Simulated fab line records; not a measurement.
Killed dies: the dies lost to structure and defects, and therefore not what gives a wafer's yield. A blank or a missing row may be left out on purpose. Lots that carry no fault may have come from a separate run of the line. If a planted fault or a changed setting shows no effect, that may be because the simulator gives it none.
fab line records | flow n5Finfet
record: lots: 7 | wafers: 39
route steps=1938 shown FIN_CUT@169 MOL_CONTACT_COAG@535
startH: hours from the record's first day to the start of the lot's first wafer shown | waitH: hours since the lot's step before | " the same as in the row above | L1.1+2: several wafers, shown together as one row | - value missing, or start not given | * or withheld: withheld | < > ~ a bound
route shown NAME@n: NAME is a module with steps in the file, n the number in the route of the first one | usual: the fault-free wafers' mean and standard deviation | same: alike in all rows | chamber/n: place in a boat | sites: the reading at each site | _std_site: their standard deviation | _edge_site: mean of outer sites minus mean of inner sites | radiusMm: for every site, how far away it sits from the centre of the wafer | mask NAME#n: copy n | behind: tool/chamber where the wafer was last shaped | hold: the reason the lot was held/the length of the hold in hours/how it ended | device: the transistor (n, p or np) that didn't switch | end of line: tests run on the same wafers once the route is complete | step lacking rows: just its recipe | killed: at the first sort, the dies lost to defects and structure; wafer yield is something else | map: shows each die of a wafer: x if killed, . if not, _ if none is there
set.NAME: the setting the step ran with; set.NAME@STEP: the setting that earlier step ran with | model.NAME: the simulator's own value behind a step, which no gauge read
lots whose settings were changed on purpose; a table a step, a row a wafer
== steps ==
step: N5_FIN_CUT_ETCH_21
recipe: chemistry: N2/H2 | target: SOC | targetDepthA: 2190 | overetchA: 438 | maskMaterial: SiARC | tempC: 40 | ionEnergyEv: 100 | biasW: 61 | timeS: 523.5 | pressureMtorr: 30 | sourceW: 850 | n2FlowSccm: 200 | h2FlowSccm: 200
lot.wafer | tool       | chamber | startH | waitH | set.timeS | model.etch.depthNm | model.SiARC_of_FIN_CUT_COAT_19.thkNm
L075.1    | rieDiel-03 | 0       | 33.44  | 0.0   | 523.5     | 230.2              | 12
L075.2    | "          | 2       | "      | "     | 523.5     | 230.1              | 11.8
L075.3    | "          | 3       | "      | "     | 523.5     | 229.4              | 12
L075.4    | "          | 1       | "      | "     | 603.4     | 230.2              | 10.6
L075.5    | "          | 2       | "      | "     | 603.4     | 229.6              | 10.6
L075.6    | "          | 3       | "      | "     | 603.4     | 230.1              | 10.8
L082.1    | rieDiel-04 | 1       | 74.85  | 0.0   | 523.5     | 229.7              | 11.8
L082.2    | "          | 2       | "      | "     | 616.9     | 229.8              | 10.4
L082.3    | "          | 0       | "      | "     | 523.5     | 228.7              | 11.8
L082.4    | "          | 3       | "      | "     | 616.9     | 230.6              | 10.2
L082.5    | "          | 0       | "      | "     | 523.5     | 230.2              | 11.8
L082.6    | "          | 1       | "      | "     | 616.9     | 229.6              | 10.4
L083.1    | rieDiel-04 | 0       | 81.44  | 0.0   | 523.5     | 228.7              | 11.8
L083.4    | "          | 1       | "      | "     | 523.5     | 228.8              | 12
L083.5    | "          | 3       | "      | "     | 523.5     | 228.2              | 11.8
L084.1    | rieDiel-01 | 0       | 86.74  | 0.0   | 407.5     | 202.6              | 13.8
L084.2    | "          | 1       | "      | "     | 523.5     | 230                | 11.8
L084.3    | "          | 3       | "      | "     | 407.5     | 203                | 13.6
L084.4    | "          | 2       | "      | "     | 523.5     | 229.9              | 11.8
L084.5    | "          | 3       | "      | "     | 523.5     | 230.5              | 12
L084.6    | "          | 2       | "      | "     | 407.5     | 203.1              | 13.6
L088.1    | rieDiel-01 | 3       | 112.21 | 0.0   | 523.5     | 231.2              | 12
L088.2    | "          | 1       | "      | "     | 431.2     | 217.9              | 13.2
L088.3    | "          | 0       | "      | "     | 523.5     | 230.4              | 11.8
L088.4    | "          | 2       | "      | "     | 431.2     | 214.4              | 13.2
L088.5    | "          | 2       | "      | "     | 523.5     | 230.7              | 11.8
L088.6    | "          | 1       | "      | "     | 431.2     | 218.8              | 13.2
L092.1    | rieDiel-01 | 2       | 133.90 | 0.0   | 523.5     | 229.6              | 11.8
L092.2    | "          | 0       | "      | "     | 588       | 230.1              | 10.8
L092.3    | "          | 1       | "      | "     | 588       | 229.7              | 10.6
L092.4    | "          | 3       | "      | "     | 523.5     | 229.7              | 12
L092.5    | "          | 3       | "      | "     | 588       | 229.8              | 11
L092.6    | "          | 2       | "      | "     | 523.5     | 229.3              | 11.8
L093.1    | rieDiel-04 | 3       | 140.69 | 0.0   | 523.5     | 230.6              | 11.8
L093.2    | "          | 0       | "      | "     | 523.5     | 229.5              | 12
L093.3    | "          | 2       | "      | "     | 523.5     | 230.4              | 12
L093.4    | "          | 2       | "      | "     | 523.5     | 230.3              | 12
L093.5    | "          | 0       | "      | "     | 523.5     | 229.3              | 11.8
L093.6    | "          | 3       | "      | "     | 523.5     | 229.7              | 11.8
step: N5_FIN_CUT_CUT_ETCH_15
recipe: chemistry: HBr/Cl2/O2 | target: Si | targetDepthA: 1000 | btTimeS: 10 | maskMaterial: SOC | timeS: 42.4 | ionEnergyEv: * | biasW: * | pressureMtorr: 10 | icpW: 800 | HBr_flow_sccm: 150 | Cl2_flow_sccm: 80 | O2_flow_sccm: 12
lot.wafer | tool     | chamber | startH | waitH | set.timeS | model.etch.depthNm | model.FIN_CUT.featureDepthNm | model.SOC_of_FIN_CUT_COAT_18.thkNm
L075.1    | rieSi-02 | 1       | 34.00  | 0.1   | 42.4      | 102                | 102                          | 170
L075.2    | "        | 0       | "      | "     | 48.71     | 115.9              | 115.8                        | 164.6
L075.3    | "        | 2       | "      | "     | 42.4      | 100.5              | 100.4                        | 169.4
L075.4    | "        | 3       | "      | "     | 48.71     | 115.2              | 115.2                        | 164.8
L075.5    | "        | 2       | "      | "     | 48.71     | 115.8              | 115.8                        | 163.6
L075.6    | "        | 3       | "      | "     | 42.4      | 100.6              | 100.6                        | 170.4
L082.1    | rieSi-05 | 2       | 75.38  | 0.1   | 49.41     | 111.3              | 111.2                        | 165.4
L082.2    | "        | 1       | "      | "     | 42.4      | 100.6              | 100.6                        | 169.2
L082.3    | "        | 3       | "      | "     | 42.4      | 98.19              | 98.2                         | 170.2
L082.4    | "        | 0       | "      | "     | 42.4      | 100.3              | 100.4                        | 170.4
L082.5    | "        | 0       | "      | "     | 49.41     | 116.4              | 116.4                        | 164
L082.6    | "        | 3       | "      | "     | 49.41     | 114.5              | 114.6                        | 164.6
L083.1    | rieSi-02 | 0       | 81.97  | 0.1   | 42.4      | 101.2              | 101.2                        | 169.2
L083.4    | "        | 2       | "      | "     | 42.4      | 101.3              | 101.2                        | 168.2
L083.5    | "        | 0       | "      | "     | 42.4      | 102.2              | 102.2                        | 167.8
L084.1    | rieSi-06 | 2       | 87.28  | 0.1   | 42.4      | 101.7              | 101.6                        | 169
L084.2    | "        | 3       | "      | "     | 42.4      | 101.4              | 101.4                        | 169.4
L084.3    | "        | 0       | "      | "     | 42.4      | 99.11              | 99.2                         | 169.8
L084.4    | "        | 1       | "      | "     | 42.4      | 97.72              | 97.8                         | 170.8
L084.5    | "        | 3       | "      | "     | 42.4      | 100.5              | 100.4                        | 170.8
L084.6    | "        | 2       | "      | "     | 42.4      | 102                | 102                          | 169.8
L088.1    | rieSi-02 | 1       | 112.75 | 0.1   | 45.94     | 110.9              | 110.8                        | 167.4
L088.2    | "        | 0       | "      | "     | 42.4      | 103.3              | 103.2                        | 170.2
L088.3    | "        | 2       | "      | "     | 42.4      | 101.4              | 101.4                        | 170.2
L088.4    | "        | 3       | "      | "     | 45.94     | 110                | 110                          | 167.6
L088.5    | "        | 1       | "      | "     | 45.94     | 111.5              | 111.6                        | 166.6
L088.6    | "        | 0       | "      | "     | 42.4      | 102.5              | 102.4                        | 169.8
L092.1    | rieSi-02 | 3       | 134.44 | 0.1   | 42.4      | 102.5              | 102.6                        | 169.4
L092.2    | "        | 0       | "      | "     | 42.4      | 102.7              | 102.8                        | 169.6
L092.3    | "        | 1       | "      | "     | 37.93     | 92                 | 92                           | 172.8
L092.4    | "        | 2       | "      | "     | 37.93     | 89.58              | 89.6                         | 174
L092.5    | "        | 1       | "      | "     | 37.93     | 91.48              | 91.4                         | 173.4
L092.6    | "        | 2       | "      | "     | 42.4      | 101.1              | 101                          | 169.4
L093.1    | rieSi-02 | 3       | 141.22 | 0.1   | 39.42     | 94.65              | 94.6                         | 172.8
L093.2    | "        | 0       | "      | "     | 42.4      | 101.3              | 101.4                        | 169.4
L093.3    | "        | 2       | "      | "     | 39.42     | 93.63              | 93.6                         | 172.6
L093.4    | "        | 1       | "      | "     | 39.42     | 94.2               | 94.2                         | 172.6
L093.5    | "        | 0       | "      | "     | 42.4      | 101.8              | 101.8                        | 169.2
L093.6    | "        | 3       | "      | "     | 42.4      | 101.4              | 101.4                        | 169.6
step: N5_FIN_CUT_CUT_ETCH_28
recipe: chemistry: HBr/Cl2/O2 | target: Si | targetDepthA: 60 | maskMaterial: SOC | timeS: 2.4 | ionEnergyEv: * | biasW: * | pressureMtorr: 10 | icpW: 800 | HBr_flow_sccm: 150 | Cl2_flow_sccm: 80 | O2_flow_sccm: 12
lot.wafer | tool     | chamber | startH | waitH | set.timeS@FIN_CUT_CUT_ETCH_15 | model.SOC_of_FIN_CUT_COAT_18.thkNm
L075.1    | rieSi-02 | 1       | 34.06  | 0.0   | 42.4                          | 168.2
L075.2    | "        | 0       | "      | "     | 48.71                         | 163
L075.3    | "        | 2       | "      | "     | 42.4                          | 167.6
L075.4    | "        | 3       | "      | "     | 48.71                         | 163.2
L075.5    | "        | 2       | "      | "     | 48.71                         | 161.8
L075.6    | "        | 3       | "      | "     | 42.4                          | 168.6
L082.1    | rieSi-05 | 2       | 75.44  | 0.0   | 49.41                         | 163.6
L082.2    | "        | 1       | "      | "     | 42.4                          | 167.6
L082.3    | "        | 3       | "      | "     | 42.4                          | 168.4
L082.4    | "        | 0       | "      | "     | 42.4                          | 168.8
L082.5    | "        | 0       | "      | "     | 49.41                         | 162.4
L082.6    | "        | 3       | "      | "     | 49.41                         | 163
L083.1    | rieSi-02 | 0       | 82.03  | 0.0   | 42.4                          | 167.4
L083.4    | "        | 2       | "      | "     | 42.4                          | 166.6
L083.5    | "        | 0       | "      | "     | 42.4                          | 166.2
L084.1    | rieSi-06 | 2       | 87.34  | 0.0   | 42.4                          | 167.4
L084.2    | "        | 3       | "      | "     | 42.4                          | 167.6
L084.3+6  | "        | 0,2     | "      | "     | 42.4                          | 168
L084.4    | "        | 1       | "      | "     | 42.4                          | 169.2
L084.5    | "        | 3       | "      | "     | 42.4                          | 169
L088.1    | rieSi-02 | 1       | 112.80 | 0.0   | 45.94                         | 165.6
L088.2+3  | "        | 0,2     | "      | "     | 42.4                          | 168.4
L088.4    | "        | 3       | "      | "     | 45.94                         | 165.8
L088.5    | "        | 1       | "      | "     | 45.94                         | 164.8
L088.6    | "        | 0       | "      | "     | 42.4                          | 168
L092.1+6  | rieSi-02 | 3,2     | 134.49 | 0.0   | 42.4                          | 167.6
L092.2    | "        | 0       | "      | "     | 42.4                          | 168
L092.3    | "        | 1       | "      | "     | 37.93                         | 171.2
L092.4    | "        | 2       | "      | "     | 37.93                         | 172.2
L092.5    | "        | 1       | "      | "     | 37.93                         | 171.6
L093.1+3  | rieSi-02 | 3,2     | 141.28 | 0.0   | 39.42                         | 171
L093.2+6  | "        | 0,3     | "      | "     | 42.4                          | 167.8
L093.4    | "        | 1       | "      | "     | 39.42                         | 170.8
L093.5    | "        | 0       | "      | "     | 42.4                          | 167.4
step: N5_MOL_CONTACT_COAG_CONTACT_ETCH_14
recipe: chemistry: C4F6/O2 | target: SiO2 | targetDepthA: 275 | overetchA: 85 | maskMaterial: SOC | pressureMtorr: 30 | sourceW: 370 | biasW: 185 | Ar_flow_sccm: 300 | C4F6_flow_sccm: 16 | O2_flow_sccm: 10 | timeS: 20 | ionEnergyEv: 259.6
usual: rfVppV: 694/3.3
lot.wafer | tool       | chamber | startH | waitH | set.sourceW | rfVppV
L075.1    | rieDiel-06 | 0       | 91.65  | 0.0   | 412.8       | 674
L075.2    | "          | 3       | "      | "     | 370         | 695
L075.3    | "          | 1       | "      | "     | 370         | 692
L075.4    | "          | 2       | "      | "     | 412.8       | 659
L075.5    | "          | 3       | "      | "     | 370         | 697
L075.6    | "          | 0       | "      | "     | 412.8       | 676
L082.1    | rieDiel-02 | 1       | 134.50 | 0.0   | 393.2       | 685
L082.2    | "          | 2       | "      | "     | 393.2       | 690
L082.3    | "          | 0       | "      | "     | 393.2       | 675
L082.4    | "          | 3       | "      | "     | 370         | 694
L082.5    | "          | 3       | "      | "     | 370         | 694
L082.6    | "          | 0       | "      | "     | 370         | 690
L083.1    | rieDiel-05 | 0       | 140.27 | 0.0   | 370         | 690
L083.4    | "          | 3       | "      | "     | 370         | 692
L083.5    | "          | 2       | "      | "     | 370         | 694
L084.1    | rieDiel-06 | 2       | 151.63 | 0.0   | 370         | 689
L084.2    | "          | 3       | "      | "     | 417.1       | 676
L084.3    | "          | 0       | "      | "     | 370         | 699
L084.4    | "          | 1       | "      | "     | 417.1       | 659
L084.5    | "          | 2       | "      | "     | 417.1       | 656
L084.6    | "          | 3       | "      | "     | 370         | 695
L088.1    | rieDiel-06 | 1       | 189.22 | 0.0   | 370         | 692
L088.2    | "          | 3       | "      | "     | 340.9       | 721
L088.3    | "          | 0       | "      | "     | 340.9       | 715
L088.4    | "          | 1       | "      | "     | 340.9       | 699
L088.5    | "          | 3       | "      | "     | 370         | 694
L088.6    | "          | 0       | "      | "     | 370         | 696
L092.1    | rieDiel-02 | 0       | 197.55 | 0.0   | 370         | 689
L092.2    | "          | 3       | "      | "     | 319.2       | 725
L092.3    | "          | 2       | "      | "     | 319.2       | 735
L092.4    | "          | 1       | "      | "     | 370         | 695
L092.5    | "          | 3       | "      | "     | 370         | 693
L092.6    | "          | 2       | "      | "     | 319.2       | 733
L093.1    | rieDiel-02 | 2       | 204.91 | 0.0   | 370         | 697
L093.2    | "          | 0       | "      | "     | 370         | 690
L093.3    | "          | 1       | "      | "     | 405.1       | 680
L093.4    | "          | 3       | "      | "     | 405.1       | 673
L093.5    | "          | 0       | "      | "     | 370         | 692
L093.6    | "          | 3       | "      | "     | 405.1       | 673
== key ==
split: step: N5_FIN_CUT_ETCH_21 | setting: timeS | stated: 523.5 | by: wafer
response: step: N5_FIN_CUT_ETCH_21 | reading: model.etch.depthNm | shape: bent | atLowest: 202.9 | atStated: 229.8 | atHighest: 230
response: step: N5_FIN_CUT_ETCH_21 | reading: model.SiARC_of_FIN_CUT_COAT_19.thkNm | change: -0.0811 | per: 1% | r: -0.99
split: step: N5_FIN_CUT_CUT_ETCH_15 | setting: timeS | stated: 42.4 | by: wafer
response: step: N5_FIN_CUT_CUT_ETCH_15 | reading: model.etch.depthNm | change: +0.957 | per: 1% | r: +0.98
response: step: N5_FIN_CUT_CUT_ETCH_15 | reading: model.FIN_CUT.featureDepthNm | change: +0.958 | per: 1% | r: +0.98
response: step: N5_FIN_CUT_CUT_ETCH_15 | reading: model.SOC_of_FIN_CUT_COAT_18.thkNm | change: -0.357 | per: 1% | r: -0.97
response: step: N5_FIN_CUT_CUT_ETCH_28 | reading: model.SOC_of_FIN_CUT_COAT_18.thkNm | change: -0.354 | per: 1% | r: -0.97
split: step: N5_MOL_CONTACT_COAG_CONTACT_ETCH_14 | setting: sourceW | stated: 370 | by: wafer
response: step: N5_MOL_CONTACT_COAG_CONTACT_ETCH_14 | reading: rfVppV | change: -2.33 | per: 1% | r: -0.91
